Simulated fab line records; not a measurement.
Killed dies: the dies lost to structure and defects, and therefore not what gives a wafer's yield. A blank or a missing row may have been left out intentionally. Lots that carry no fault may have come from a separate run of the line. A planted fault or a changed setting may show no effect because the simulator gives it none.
Chamber matching | flow nand-harc | NHARC_A_CHANNEL_FILL_D1_ALD_25 on ald-hk-03: 4 sister chambers
The step deposits SiOx, target thk 60 nm, pulse time 10 s, ald cycles 600. 8 wafers are shown with their chamber, then 12 later ones without.

== WAFERS PAIRED WITH THEIR CHAMBERS ==
wafer  | chamber | heater-power-w (W) | precursor-pulse-height-rel
L081.3 | 0       | 528                | 1.016
L081.6 | 0       | 507                | 1.006
L083.4 | 3       | 423                | 0.986
L086.2 | 2       | 584                | 0.987
L086.3 | 3       | 421                | 1.044
L087.4 | 1       | 456                | 1.002
L087.5 | 1       | 462                | 1.007
L087.6 | 2       | 578                | 1.001

== WAFERS WHOSE CHAMBER IS MISSING ==
wafer  | heater-power-w (W) | precursor-pulse-height-rel
L091.2 | 588                | 1.004
L091.4 | 451                | 1.010
L091.6 | 509                | 1.015
L094.1 | 429                | 1.023
L094.4 | 490                | 0.998
L094.6 | 421                | 0.988
L096.2 | 497                | 1.001
L096.3 | 539                | 0.985
L096.5 | 482                | 0.983
L097.1 | 449                | 1.034
L097.2 | 499                | 0.997
L097.6 | 479                | 1.017

== EACH ONE'S CHAMBER ==
wafer  | from the rows above     | in truth
L091.2 | 2                       | 2
L091.4 | 1                       | 1
L091.6 | 0                       | 0
L094.1 | 3                       | 3
L094.4 | can't be placed: 0 or 1 | 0
L094.6 | 3                       | 3
L096.2 | 0                       | 0
L096.3 | 0                       | 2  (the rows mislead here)
L096.5 | can't be placed: 1 or 0 | 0
L097.1 | can't be placed: 1 or 3 | 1
L097.2 | 0                       | 0
L097.6 | 1                       | 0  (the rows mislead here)
Correct placement for 7 of the 12. Unplaceable from these rows: 3, with the true chamber sitting among the candidates in 3. Number placed wrongly: 2.
How it was worked out, from the rows above alone: a wafer's distance from a chamber is the root of the sum, over the readings, of the square of ((its reading less the chamber's mean) divided by the reading's scatter). If the next closest chamber is less than 2 further off than the closest, the wafer can't be placed; otherwise it belongs to the closest. A chamber's mean is the mean of its shown wafers. The scatter: the root of (the sum of the squares of (reading less its chamber's mean) over the shown wafers, divided by (wafers less chambers)).
